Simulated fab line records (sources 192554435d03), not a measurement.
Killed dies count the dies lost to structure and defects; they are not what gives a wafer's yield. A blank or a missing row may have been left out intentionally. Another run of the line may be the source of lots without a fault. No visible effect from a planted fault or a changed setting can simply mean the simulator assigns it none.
fab line records	flow n5-finfet
record lots=7	wafers=19	last-day=18
route steps=1938 shown BEOL_M2@851 BEOL_M4@1111 PASSIVATION@1936
lots that met no fault: taken from a fault-free run of the same line
start-h: the number of hours between the record's first day and the start of the first shown wafer of the lot	wait-h: hours elapsed since this lot's preceding step	" the same as in the row above	L1.1+2: one row covering several wafers at once	- no value present, or no start provided	* or withheld: withheld	< > ~ a bound
route shown NAME@n: names a module that has steps shown in the file, with the first one's number in the route	usual: the fault-free wafers' mean and standard deviation	same: alike in all rows	chamber/n: place in a boat	sites: the reading at each site	_std_site: standard deviation across them	_edge_site: mean of outer sites minus mean of inner sites	radius-mm: for every site, how far away it sits from the centre of the wafer	mask NAME#n: copy n	behind: the tool/chamber that last shaped the wafer	hold: why the lot was held/for how many hours/how that ended	device: whichever transistor did not switch (one of n, p or np)	end of line: the route-end tests of the same wafers	a step with no rows: only its recipe	killed: the dies lost at the first sort to structure and to defects; this is not the yield of the wafer	map: dies across one wafer; x = killed, . = not, _ = none there
set.NAME: the setting that was run; set.NAME@STEP: the one run at that earlier step	model.NAME: the simulator's own value behind a step, which no gauge read
lots at some steps of the route; a table a step, a row a wafer
services: a tool's chamber out of use, with start hour (start-h, from the record's first day; less than 0 if before it), hours out, and reason
## steps
# step N5_BEOL_M2_EXPOSE_08
# recipe mask-id=M2	na=0.33	source-shape=dipole	sigma-inner=0.369	sigma-outer=0.767	polarization=unpolarized	dose-mj=41.25
# step N5_BEOL_M2_PEB_09
# recipe peb-temp-c=100	peb-time-s=60	resist=CAR-EUV
# step N5_BEOL_M2_DEVELOP_10
# recipe develop-time-s=30	developer=TMAH	resist=CAR-EUV	rinse-liquid=surfactant-rinse	dry=air-spin	dev-temp-c=23
# step N5_BEOL_M2_CD_MEAS_11
# recipe target-cd-nm=16.79	landing-energy-ev=500	detector=se-inlens	polarity=opening
# usual cd-nm=16.85/0.23
lot.wafer	tool	chamber	start-h	wait-h	cd-nm
L415.1	cd-sem-01	0	185.72	-	16.86
L415.2	"	0	"	"	16.58
L415.5	"	0	"	"	16.36
L416.1	cd-sem-03	0	186.52	-	17.13
L416.3	"	0	"	"	16.82
L421.4	cd-sem-02	0	225.09	-	17.07
L421.5	"	0	"	"	16.62
L421.6	"	0	"	"	16.85
L428.3	cd-sem-01	0	264.62	-	17.04
L428.5	"	0	"	"	17.37
L428.6	"	0	"	"	16.82
L427.1	cd-sem-02	0	268.57	-	16.76
L427.4	"	0	"	"	16.71
L427.6	"	0	"	"	16.75
L429.1	cd-sem-02	0	273.18	-	17.09
L429.2	"	0	"	"	16.86
L429.3	"	0	"	"	17.20
L430.1	cd-sem-02	0	275.32	-	16.58
L430.5	"	0	"	"	16.97
# step N5_BEOL_M2_OVL_MEAS_12
# recipe points-per-wafer=522
# usual M2_OVL=-0.5/0.56
lot.wafer	tool	chamber	start-h	wait-h	M2_OVL[nm]
L415.1	overlay-02	0	185.75	0.0	-0.7
L415.2	"	0	"	"	-0.7
L415.5	"	0	"	"	0.1
L416.1	overlay-02	0	186.55	0.0	-0.9
L416.3	"	0	"	"	-1.1
L421.4	overlay-01	0	225.14	0.0	-0.6
L421.5	"	0	"	"	-0.8
L421.6	"	0	"	"	-0.8
L428.3	overlay-01	0	264.66	0.0	-0.1
L428.5	"	0	"	"	-0.7
L428.6	"	0	"	"	0.5
L427.1	overlay-01	0	268.60	0.0	-0.7
L427.4	"	0	"	"	-1.4
L427.6	"	0	"	"	-1.0
L429.1	overlay-02	0	273.21	0.0	0.7
L429.2	"	0	"	"	-1.2
L429.3	"	0	"	"	-0.1
L430.1	overlay-02	0	275.35	0.0	-0.7
L430.5	"	0	"	"	-1.1
# step N5_BEOL_M2_INSPECT_13
# recipe mode=adi	inspect-instrument=brightfield
# usual raw-defect-count=400/81
lot.wafer	tool	chamber	start-h	wait-h	raw-defect-count
L415.1	defect-inspect-01	-	185.81	0.1	409
L415.2	"	-	"	"	322
L415.5	"	-	"	"	643
L416.1	defect-inspect-01	-	186.61	0.1	208
L416.3	"	-	"	"	458
L421.4	defect-inspect-02	-	225.18	0.0	442
L421.5	"	-	"	"	393
L421.6	"	-	"	"	386
L428.3	defect-inspect-02	-	264.71	0.0	405
L428.5	"	-	"	"	403
L428.6	"	-	"	"	434
L427.1	defect-inspect-01	-	268.66	0.1	333
L427.4	"	-	"	"	330
L427.6	"	-	"	"	301
L429.1	defect-inspect-01	-	273.27	0.1	487
L429.2	"	-	"	"	506
L429.3	"	-	"	"	403
L430.1	defect-inspect-02	-	275.41	0.1	438
L430.5	"	-	"	"	447
# step N5_BEOL_M2_DESCUM_16
# recipe chemistry=O2	time-s=7	source-power-w=50	bias-power-w=20	pressure-mtorr=20	rf-frequency-hz=2.712e+07	temp-c=40	resist=CAR-EUV	o2-flow-sccm=225
# usual drypump-motor-current-A=5.7/0.38	oes-product-au=0.82/0.096	rf-vpp-V=243.4/1.3	showerhead-plenum-p-Torr=2.12/0.063	temp-c=40.00/0.1	throttle-valve-pct=20.40/0.2
lot.wafer	tool	chamber	start-h	wait-h	drypump-motor-current-A	oes-product-au	rf-hours-counter-h	rf-vpp-V	showerhead-plenum-p-Torr	temp-c	throttle-valve-pct
L415.1	rie-diel-06	2	185.85	0.0	6.4	0.92	17	243.5	2.16	39.92	20.34
L415.2	"	3	"	"	5.7	0.90	25	244.6	2.12	40.00	20.00
L415.5	"	2	"	"	6.4	0.91	-	241.0	2.16	39.86	20.35
L416.1	rie-diel-04	2	186.64	0.0	5.8	0.82	110	246.1	2.21	40.12	20.55
L416.3	"	3	"	"	5.3	0.72	234	241.5	2.06	39.93	20.66
L421.4	rie-diel-06	3	225.27	0.1	5.7	0.86	38	244.1	2.11	39.87	20.02
L421.5	"	1	"	"	6.5	0.94	-	244.0	2.14	39.81	20.03
L421.6	"	0	"	"	5.3	0.67	-	239.9	1.98	40.03	20.51
L428.3	rie-diel-05	1	264.74	0.0	6.0	0.86	63	244.0	2.14	40.09	20.23
L428.5	"	1	"	"	6.1	0.85	-	242.7	2.14	39.95	20.21
L428.6	"	0	"	"	5.4	0.86	-	241.5	2.05	40.07	20.45
L427.1	rie-diel-06	3	268.69	0.0	5.7	0.84	52	243.2	2.11	39.88	20.05
L427.4	"	0	"	"	5.3	0.66	239	241.4	1.98	39.99	20.53
L427.6	"	1	"	"	6.5	0.89	-	244.0	2.13	39.97	20.04
L429.1	rie-diel-04	0	273.54	0.3	5.3	0.87	27	244.4	2.15	40.01	20.41
L429.2	"	2	"	"	5.9	0.79	145	244.5	2.19	40.02	20.63
L429.3	"	1	"	"	5.4	0.96	9	241.9	2.14	39.88	20.25
L430.1	rie-diel-05	2	275.45	0.0	5.7	0.74	158	244.7	2.18	40.06	20.47
L430.5	"	1	"	"	6.1	0.84	-	245.0	2.13	39.84	20.24
# step N5_BEOL_M2_ETCH_74
# recipe chemistry=N2/H2	target=underlayer	target-depth-a=65	mask-material=CAR-EUV	time-s=5.2	ion-energy-ev=200	pressure-mtorr=30	source-w=840	bias-w=150	n2-flow-sccm=200	h2-flow-sccm=200	ends=cleared
# usual drypump-motor-current-A=5.7/0.39	etch-rf-on-time-s=5.18/0.14	oes-product-au=0.70/0.084	rf-vpp-V=524.8/2.4	showerhead-plenum-p-Torr=2.58/0.074	throttle-valve-pct=17.80/0.27
lot.wafer	tool	chamber	start-h	wait-h	drypump-motor-current-A	etch-rf-on-time-s	oes-product-au	rf-hours-counter-h	rf-vpp-V	showerhead-plenum-p-Torr	throttle-valve-pct
L415.1	rie-diel-06	2	185.88	0.0	6.4	5.19	0.80	17	523.5	2.58	17.43
L415.2	"	3	"	"	5.7	5.22	0.74	25	526.4	2.60	17.53
L415.5	"	2	"	"	6.4	5.19	0.80	-	525.9	2.58	17.42
L416.1	rie-diel-04	2	186.68	0.0	5.9	5.16	0.70	110	528.4	2.66	17.77
L416.3	"	3	"	"	5.4	5.01	0.62	234	524.4	2.50	18.03
L421.4	rie-diel-06	3	225.30	0.0	5.7	5.13	0.73	38	525.7	2.60	17.54
L421.5	"	1	"	"	6.5	4.88	0.81	-	524.0	2.58	17.34
L421.6	"	0	"	"	5.4	5.37	0.56	-	520.3	2.39	17.84
L428.3	rie-diel-05	1	264.77	0.0	6.1	5.07	0.72	63	523.5	2.58	17.50
L428.5	"	1	"	"	6.1	5.10	0.71	-	524.1	2.58	17.51
L428.6	"	0	"	"	5.4	5.52	0.71	-	520.0	2.50	17.96
L427.1	rie-diel-06	3	268.73	0.0	5.7	5.11	0.71	52	525.1	2.59	17.57
L427.4	"	0	"	"	5.4	5.37	0.56	239	520.8	2.39	17.88
L427.6	"	1	"	"	6.5	4.98	0.78	-	524.1	2.58	17.39
L429.1	rie-diel-04	0	273.57	0.0	5.3	5.00	0.77	27	526.6	2.58	17.66
L429.2	"	2	"	"	5.9	5.17	0.67	145	528.5	2.64	17.83
L429.3	"	1	"	"	5.4	5.07	0.82	9	526.8	2.62	17.91
L430.1	rie-diel-05	2	275.48	0.0	5.7	5.11	0.63	158	527.4	2.67	18.13
L430.5	"	1	"	"	6.2	5.13	0.71	-	525.5	2.58	17.51
# step N5_BEOL_M2_ETCH_63
# recipe chemistry=CF4	target=SiARC	target-depth-a=156	mask-material=CAR-EUV	time-s=26	ion-energy-ev=80	pressure-mtorr=40	source-w=545	bias-w=36	Ar_flow_sccm=100	cf4-flow-sccm=100	ends=cleared
# usual drypump-motor-current-A=5.7/0.38	etch-rf-on-time-s=25.9/0.73	oes-product-au=0.70/0.083	rf-vpp-V=184.3/1.2	showerhead-plenum-p-Torr=2.17/0.056	throttle-valve-pct=15.57/0.25
lot.wafer	tool	chamber	start-h	wait-h	drypump-motor-current-A	etch-rf-on-time-s	oes-product-au	rf-hours-counter-h	rf-vpp-V	showerhead-plenum-p-Torr	throttle-valve-pct
L415.1	rie-diel-06	2	185.90	0.0	6.4	26.2	0.80	17	184.4	2.17	15.26
L415.2	"	3	"	"	5.7	25.5	0.76	25	185.2	2.18	15.26
L415.5	"	2	"	"	6.4	26.2	0.80	-	185.1	2.17	15.27
L416.1	rie-diel-04	2	186.69	0.0	5.9	25.6	0.69	110	185.5	2.25	15.71
L416.3	"	3	"	"	5.3	24.8	0.62	234	183.9	2.12	15.97
L421.4	rie-diel-06	3	225.32	0.0	5.7	25.5	0.74	38	184.8	2.18	15.31
L421.5	"	1	"	"	6.5	24.6	0.82	-	183.5	2.20	15.30
L421.6	"	0	"	"	5.3	26.8	0.57	-	181.7	2.05	15.87
L428.3	rie-diel-05	1	264.79	0.0	6.1	25.5	0.72	63	182.9	2.18	15.30
L428.5	"	1	"	"	6.1	25.9	0.72	-	183.3	2.18	15.32
L428.6	"	0	"	"	5.4	27.8	0.72	-	183.4	2.09	15.47
L427.1	rie-diel-06	3	268.75	0.0	5.7	25.3	0.72	52	184.6	2.17	15.33
L427.4	"	0	"	"	5.3	27.1	0.56	239	180.9	2.05	15.90
L427.6	"	1	"	"	6.5	25.1	0.79	-	184.1	2.20	15.32
L429.1	rie-diel-04	0	273.59	0.0	5.3	25.6	0.77	27	184.2	2.18	15.52
L429.2	"	2	"	"	5.9	25.9	0.67	145	183.9	2.24	15.79
L429.3	"	1	"	"	5.4	25.4	0.82	9	183.4	2.19	15.34
L430.1	rie-diel-05	2	275.50	0.0	5.6	25.6	0.64	158	185.8	2.23	15.71
L430.5	"	1	"	"	6.1	25.4	0.71	-	184.4	2.18	15.32
# step N5_BEOL_M2_ETCH_64
# recipe chemistry=N2/H2	target=SOC	target-depth-a=750	overetch-a=225	mask-material=SiARC	temp-c=40	time-s=121.9	ion-energy-ev=200	pressure-mtorr=30	source-w=840	bias-w=150	n2-flow-sccm=200	h2-flow-sccm=200
# usual drypump-motor-current-A=5.7/0.39	oes-product-au=0.62/0.073	rf-vpp-V=524.8/2.2	showerhead-plenum-p-Torr=2.58/0.074	temp-c=40.00/0.1	throttle-valve-pct=17.76/0.27
lot.wafer	tool	chamber	start-h	wait-h	drypump-motor-current-A	oes-product-au	rf-hours-counter-h	rf-vpp-V	showerhead-plenum-p-Torr	temp-c	throttle-valve-pct
L415.1	rie-diel-06	2	185.92	0.0	6.4	0.72	17	524.9	2.58	39.82	17.42
L415.2	"	3	"	"	5.7	0.67	25	525.4	2.60	39.90	17.49
L415.5	"	2	"	"	6.4	0.72	-	525.2	2.58	39.84	17.40
L416.1	rie-diel-04	2	186.72	0.0	5.8	0.61	110	527.4	2.66	40.04	17.74
L416.3	"	3	"	"	5.4	0.54	234	523.0	2.50	40.03	17.99
L421.4	rie-diel-06	3	225.35	0.0	5.7	0.65	38	524.9	2.60	40.01	17.51
L421.5	"	1	"	"	6.5	0.70	-	525.8	2.58	40.11	17.32
L421.6	"	0	"	"	5.4	0.52	-	521.2	2.39	39.90	17.80
L428.3	rie-diel-05	1	264.82	0.0	6.1	0.63	63	525.6	2.58	40.09	17.44
L428.5	"	1	"	"	6.1	0.63	-	523.6	2.58	40.07	17.44
L428.6	"	0	"	"	5.4	0.66	-	523.7	2.50	40.08	17.89
L427.1	rie-diel-06	3	268.77	0.0	5.7	0.62	52	523.9	2.59	39.99	17.54
L427.4	"	0	"	"	5.3	0.51	239	520.8	2.39	40.04	17.83
L427.6	"	1	"	"	6.5	0.68	-	526.6	2.58	39.98	17.34
L429.1	rie-diel-04	0	273.61	0.0	5.3	0.66	27	526.9	2.58	40.04	17.61
L429.2	"	2	"	"	5.9	0.59	145	526.2	2.64	40.03	17.80
L429.3	"	1	"	"	5.4	0.71	9	526.1	2.62	39.84	17.86
L430.1	rie-diel-05	2	275.53	0.0	5.7	0.56	158	526.8	2.67	39.95	18.04
L430.5	"	1	"	"	6.1	0.63	-	524.7	2.58	39.95	17.46
# step N5_BEOL_M2_STRIP_65
# recipe chemistry=N2/H2	temp-c=40	n2-flow-sccm=200	h2-flow-sccm=200	rf-frequency-hz=6e+07
# step N5_BEOL_M2_STRIP_75
# recipe chemistry=N2/H2	temp-c=40	n2-flow-sccm=200	h2-flow-sccm=200	rf-frequency-hz=6e+07
# step N5_BEOL_M2_STRIP_66
# recipe chemistry=CF4	resist=SiARC	power-w=300	bias-power-w=75	pressure-mtorr=50	cf4-flow-sccm=150	rf-frequency-hz=6e+07
# usual bias-power-w=74.95/0.24	cf4-flow-sccm=150.0/0.49	drypump-motor-current-A=5.7/0.38	oes-product-au=0.81/0.094	rf-vpp-V=271.7/1.4	showerhead-plenum-p-Torr=1.82/0.053	throttle-valve-pct=13.56/0.27
lot.wafer	tool	chamber	start-h	wait-h	bias-power-w	cf4-flow-sccm	drypump-motor-current-A	oes-product-au	rf-hours-counter-h	rf-vpp-V	showerhead-plenum-p-Torr	throttle-valve-pct	model.SiARC_of_BEOL_M2_COAT_62.thk-nm
L415.1	rie-diel-06	2	186.06	0.0	75.03	149.9	6.4	0.93	17	271.9	1.83	13.26	0
L415.2	"	3	"	"	74.70	149.3	5.7	0.88	25	271.7	1.84	13.26	0
L415.5	"	2	"	"	74.87	150.2	6.4	0.93	-	272.4	1.83	13.24	0
L416.1	rie-diel-04	2	186.86	0.0	75.33	150.6	5.8	0.80	110	273.1	1.89	13.71	0
L416.3	"	3	"	"	75.11	150.2	5.3	0.70	234	271.2	1.78	13.99	0
L421.4	rie-diel-06	3	225.48	0.0	75.65	149.2	5.7	0.84	38	272.6	1.84	13.29	0
L421.5	"	1	"	"	75.27	149.7	6.5	0.92	-	273.5	1.85	13.26	0
L421.6	"	0	"	"	74.74	150.7	5.3	0.68	-	267.4	1.71	13.81	0
L428.3	rie-diel-05	1	264.95	0.0	-	-	-	-	-	-	-	-	6.2
L428.5	"	1	"	"	-	-	-	-	-	-	-	-	6.2
L428.6	"	0	"	"	-	-	-	-	-	-	-	-	6.6
L427.1	rie-diel-06	3	268.91	0.0	-	-	-	-	-	-	-	-	6.2
L427.4	"	0	"	"	-	-	-	-	-	-	-	-	6.8
L427.6	"	1	"	"	-	-	-	-	-	-	-	-	5.8
L429.1	rie-diel-04	0	273.75	0.0	-	-	-	-	-	-	-	-	6
L429.2	"	2	"	"	-	-	-	-	-	-	-	-	6.4
L429.3	"	1	"	"	-	-	-	-	-	-	-	-	6.4
L430.1	rie-diel-05	2	275.66	0.0	75.06	150.3	5.7	0.73	158	273.1	1.88	13.75	0
L430.5	"	1	"	"	75.00	150.5	6.1	0.82	-	271.0	1.83	13.29	0
# step N5_BEOL_M2_HM_OPEN_17
# recipe chemistry=Cl2/BCl3	target-depth-a=200	overetch-a=60	target=TiN	mask-material=SOC	ion-energy-ev=150	pressure-mtorr=10	icp-w=1000	bias-w=126	Cl2_flow_sccm=53.25	bcl3-flow-sccm=21.75	Ar_flow_sccm=25
# usual drypump-motor-current-A=5.64/0.26	mfc-cl2-sccm=53.26/0.16	oes-product-au=0.68/0.12	throttle-valve-pct=22.44/0.19
lot.wafer	tool	chamber	start-h	wait-h	drypump-motor-current-A	mfc-cl2-sccm	oes-product-au	rf-hours-counter-h	throttle-valve-pct
L415.1	rie-metal-02	1	186.10	0.0	5.78	53.47	0.79	4	22.31
L415.2	"	0	"	"	5.28	53.14	0.52	127	22.44
L415.5	"	1	"	"	5.80	53.32	0.81	-	22.27
L416.1	rie-metal-03	0	186.90	0.0	5.98	52.99	0.53	121	22.60
L416.3	"	1	"	"	5.49	53.20	0.65	-	22.28
L421.4	rie-metal-01	0	225.55	0.1	5.40	53.07	0.72	-	22.48
L421.5	"	1	"	"	5.89	53.35	0.79	-	22.76
L421.6	"	0	"	"	5.39	53.26	0.73	-	22.45
L428.3	rie-metal-01	1	265.02	0.1	5.90	53.41	0.76	-	22.76
L428.5	"	1	"	"	5.86	53.45	0.76	-	22.78
L428.6	"	0	"	"	5.41	53.09	0.71	-	22.49
L427.1	rie-metal-03	0	268.95	0.0	5.97	53.19	0.85	0	22.27
L427.4	"	1	"	"	5.43	53.47	0.62	-	22.33
L427.6	"	0	"	"	6.00	53.14	0.86	-	22.30
L429.1	rie-metal-03	1	273.79	0.0	5.47	53.24	0.63	54	22.28
L429.2	"	0	"	"	5.99	53.47	0.87	1	22.26
L429.3	"	1	"	"	5.46	53.32	0.62	-	22.30
L430.1	rie-metal-01	0	275.70	0.0	5.40	53.20	0.72	20	22.46
L430.5	"	0	"	"	5.39	53.48	0.72	-	22.45
# step N5_BEOL_M4_RC_MEAS_101
# usual DIBL_N=36.1/2	DIBL_P=36.3/2.5	IOFF_N=0.16/0.037	IOFF_P=0.21/0.039	ION_N=678/15	ION_P=465/8.7	SS_N=71.4/0.7	SS_P=73.3/0.74	VT_N=249/3.6	VT_P=-250.0/2.9
lot.wafer	tool	chamber	start-h	wait-h	DIBL_N[mV/V]	DIBL_P[mV/V]	IOFF_N[nA/um]	IOFF_P[nA/um]	ION_N[uA/um]	ION_P[uA/um]	SS_N[mV/dec]	SS_P[mV/dec]	VT_N[mV]	VT_P[mV]
L415.1	prober-02	0	232.92	0.0	34.1	35.9	0.13	0.16	673	463	70.8	72.2	253	-254.6
L415.2	"	0	"	"	34.2	36.3	0.13	0.16	677	459	70.8	72.2	252	-255.3
L415.5	"	0	"	"	37.2	39.5	0.19	0.22	695	469	71.4	73.8	247	-253.5
L416.1	prober-01	0	233.68	0.0	34.4	34.5	0.13	0.19	663	462	71.1	72.9	252	-249.8
L416.3	"	0	"	"	39.3	39.2	0.22	0.28	669	464	72.4	73.9	249	-246.1
L421.4	prober-01	0	269.30	0.5	36.8	36.9	0.18	0.24	682	470	71.6	73.6	247	-244.9
L421.5	"	0	"	"	36.0	35.8	0.15	0.23	659	464	71.5	73.7	250	-250.1
L421.6	"	0	"	"	35.5	36.3	0.16	0.24	685	477	71.4	73.4	246	-245.0
L428.3	prober-02	0	306.37	0.3	36.0	37.7	0.16	0.20	679	466	70.6	73.9	249	-249.1
L428.5	"	0	"	"	36.4	38.1	0.18	0.21	700	469	70.8	73.5	247	-251.2
L428.6	"	0	"	"	36.1	37.0	0.16	0.17	672	453	71.0	73.5	251	-254.4
L430.1	prober-02	0	313.10	0.0	34.4	35.3	0.13	0.20	663	456	70.3	73.5	250	-248.7
L430.5	"	0	"	"	32.6	32.2	0.11	0.16	674	474	70.5	72.4	252	-252.8
L427.1	prober-02	0	318.63	0.0	37.6	38.3	0.21	0.28	701	476	71.8	74.5	244	-245.1
L427.4	"	0	"	"	37.3	36.7	0.19	0.25	683	461	71.7	73.7	244	-249.8
L427.6	"	0	"	"	34.9	33.8	0.15	0.20	686	475	71.2	73.1	250	-250.5
L429.1	prober-01	0	324.98	0.0	38.4	39.4	0.22	0.26	686	464	72.2	73.9	245	-245.6
L429.2	"	0	"	"	32.9	33.3	0.13	0.17	672	465	70.0	73.2	248	-249.2
L429.3	"	0	"	"	33.2	33.9	0.13	0.19	685	481	70.8	72.1	249	-251.4
# step N5_PASSIVATION_PROBE_49
# usual defect-limited-yield=91.1/1.3	killed_at_M0_to_M3=32/9.7	killed_at_M4_up=16/6	killed-at-contacts=12/5.9	killed-at-front-end=41/11	killed-at-other=4/3.1	killed-dies=104/16	killed-open=68/12	killed-short=34/7.4	sort_bin_5_function=5.1/0.85	sort_bin_6_memory=3.3/0.66	sort-n-pass=1075/16	sort-yield-pct=91.1/1.4
# same gross-dies=1180	killed-at-back-side=0	sort_bin_4_leakage[%]=0	sort_bin_8_speed[%]=0
lot.wafer	tool	chamber	start-h	wait-h	defect-limited-yield[%]	killed_at_M0_to_M3	killed_at_M4_up	killed-at-contacts	killed-at-front-end	killed-at-other	killed-dies	killed-open	killed-short	sort_bin_5_function[%]	sort_bin_6_memory[%]	sort-n-pass	sort-yield-pct[%]
L416.1	prober-02	-	343.25	0.0	92.3	38	14	15	22	2	91	71	20	4.5	3.1	1089	92.3
L416.3	prober-02	-	343.35	0.1	88.8	51	15	18	45	3	132	88	44	5.8	5.1	1048	88.8
L421.4	prober-01	-	370.73	0.2	91.7	19	16	17	46	0	98	64	31	4.5	3.7	1082	91.7
L421.5	prober-01	-	370.78	0.2	93.1	17	28	6	30	0	81	57	21	3.5	3.2	1099	93.1
L421.6	prober-01	-	370.83	0.3	91.1	29	20	7	49	0	105	69	34	5.6	2.9	1075	91.1
L428.3	prober-02	-	418.30	0.1	90.8	37	10	7	53	2	109	59	36	4.5	3.3	1071	90.8
L428.6	prober-02	-	418.45	0.3	90.0	35	23	7	49	4	118	70	35	4.7	4.0	1062	90.0
L427.6	prober-02	-	425.88	0.3	90.1	29	16	12	34	26	117	64	28	6.7	2.9	1063	90.1
# killed by level:class
L416.1 MOL_CONTACT_COAG:geometric-particle:open=14 BEOL_M2:geometric-particle:open=11 BEOL_M0_SAQP:geometric-particle:short=7 BEOL_M3:geometric-particle:open=7 BEOL_M4:geometric-particle:open=6 BEOL_M0_SAQP:geometric-particle:open=5 FIN_SAQP:geometric-particle:open=4 GATE_CUT:geometric-particle:open=4
L416.3 MOL_CONTACT_COAG:geometric-particle:open=14 BEOL_M2:geometric-particle:open=13 BEOL_M0_SAQP:geometric-particle:short=9 DUMMY_GATE:geometric-particle:open=9 BEOL_M0_SAQP:geometric-particle:open=9 BEOL_M3:geometric-particle:open=8 STI_FIN_REVEAL:geometric-particle:open=7 BEOL_M4:geometric-particle:open=5
L421.4 FIN_SAQP:geometric-particle:open=19 MOL_CONTACT_COAG:geometric-particle:open=14 FIN_SAQP:geometric-particle:short=11 BEOL_M0_SAQP:geometric-particle:short=6 STI_FIN_REVEAL:geometric-particle:open=5 BEOL_M2:geometric-particle:open=4 BEOL_M4:geometric-particle:open=4 STARTING-WAFER:geometric-particle:short=4
L421.5 BEOL_M4:geometric-particle:open=13 FIN_SAQP:geometric-particle:open=12 STI_FIN_REVEAL:geometric-particle:open=6 BEOL_M4:geometric-particle:short=6 FIN_SAQP:geometric-particle:short=4 MOL_CONTACT_COAG:geometric-particle:open=4 BEOL_M2:geometric-particle:open=4 BEOL_M0_SAQP:geometric-particle:short=3
L421.6 FIN_SAQP:geometric-particle:open=15 FIN_SAQP:geometric-particle:short=11 BEOL_M1:geometric-particle:open=8 MOL_CONTACT_COAG:geometric-particle:open=7 BEOL_M2:geometric-particle:open=7 BEOL_M4:geometric-particle:short=5 BEOL_M5:geometric-particle:open=5 BEOL_M6:geometric-particle:open=5
L428.3 HKMG_FIN:area-etch=13 FIN_SAQP:geometric-particle:short=8 STI_FIN_REVEAL:geometric-particle:open=8 FIN_SAQP:geometric-particle:open=7 BEOL_M1:geometric-particle:open=7 BEOL_M2:geometric-particle:open=7 BEOL_M1:geometric-particle:short=6 MOL_CONTACT_COAG:geometric-particle:open=6
L428.6 FIN_SAQP:geometric-particle:short=12 BEOL_M2:geometric-particle:open=12 HKMG_FIN:area-etch=11 FIN_SAQP:geometric-particle:open=8 BEOL_M3:geometric-particle:open=8 BEOL_M4:geometric-particle:open=8 BEOL_M1:geometric-particle:open=7 STI_FIN_REVEAL:geometric-particle:open=7
L427.6 PASSIVATION:area-etch=24 MOL_CONTACT_COAG:geometric-particle:open=10 BEOL_M0_SAQP:geometric-particle:open=9 FIN_SAQP:geometric-particle:open=7 DUMMY_GATE:geometric-particle:open=7 BEOL_M4:geometric-particle:open=7 BEOL_M3:geometric-particle:open=6 GATE_CUT:geometric-particle:short=5
## services
tool	chamber	start-h	hours	kind
rie-diel-06	1	163.37	-	clean
rie-diel-06	1	163.37	-	consumable-replace:focus-ring
rie-diel-06	1	163.37	11.2	scheduled-down
rie-diel-06	1	163.37	11.2	vent-cycle
rie-diel-05	0	167.07	5.0	repair
rie-diel-04	2	175.54	3.6	repair
rie-diel-05	1	183.42	12.0	repair
rie-metal-03	0	188.68	12.9	repair
rie-diel-04	0	197.28	-	clean
rie-diel-04	0	197.28	-	consumable-replace:focus-ring
rie-diel-04	0	197.28	12.2	scheduled-down
rie-diel-04	0	197.28	12.2	vent-cycle
rie-diel-05	-	205.16	0.7	repair
rie-diel-05	-	218.37	0.1	repair
rie-diel-04	1	229.60	-	clean
rie-diel-04	1	229.60	-	consumable-replace:focus-ring
rie-diel-04	1	229.60	21.3	scheduled-down
rie-diel-04	1	229.60	21.3	vent-cycle
rie-diel-05	3	242.46	40.9	repair
rie-diel-04	3	250.90	-	clean
rie-diel-04	3	250.90	-	consumable-replace:focus-ring
rie-diel-04	3	250.90	25.0	scheduled-down
rie-diel-04	3	250.90	25.0	vent-cycle
rie-diel-04	1	252.29	3.0	repair
## key
first-sign step=N5_BEOL_M2_STRIP_66	reading=tool-record	direction=missing
effect none on later readings
model-effect step=N5_BEOL_M2_STRIP_66	value=SiARC_of_BEOL_M2_COAT_62.thk-nm	without=0	struck=6.289
met-at N5_BEOL_M2_STRIP_66
struck-wafers L427.1,L427.4,L427.6,L428.3,L428.5,L428.6,L429.1,L429.2,L429.3
baseline-loss step=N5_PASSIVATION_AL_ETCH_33	wafers=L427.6
baseline-loss step=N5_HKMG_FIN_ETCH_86	wafers=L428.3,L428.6
onset-between 225.48 264.95
fault kind=skipped-step-whole	tool=rie-diel-04,rie-diel-05,rie-diel-06	chamber=-	onset-h=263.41	steps=N5_BEOL_M2_STRIP_66	scope=struck-lots-only
# baseline-loss: these wafers lose ten dies or more at that step, a loss of the line's own and not of a fault; the sort's usual values leave them out
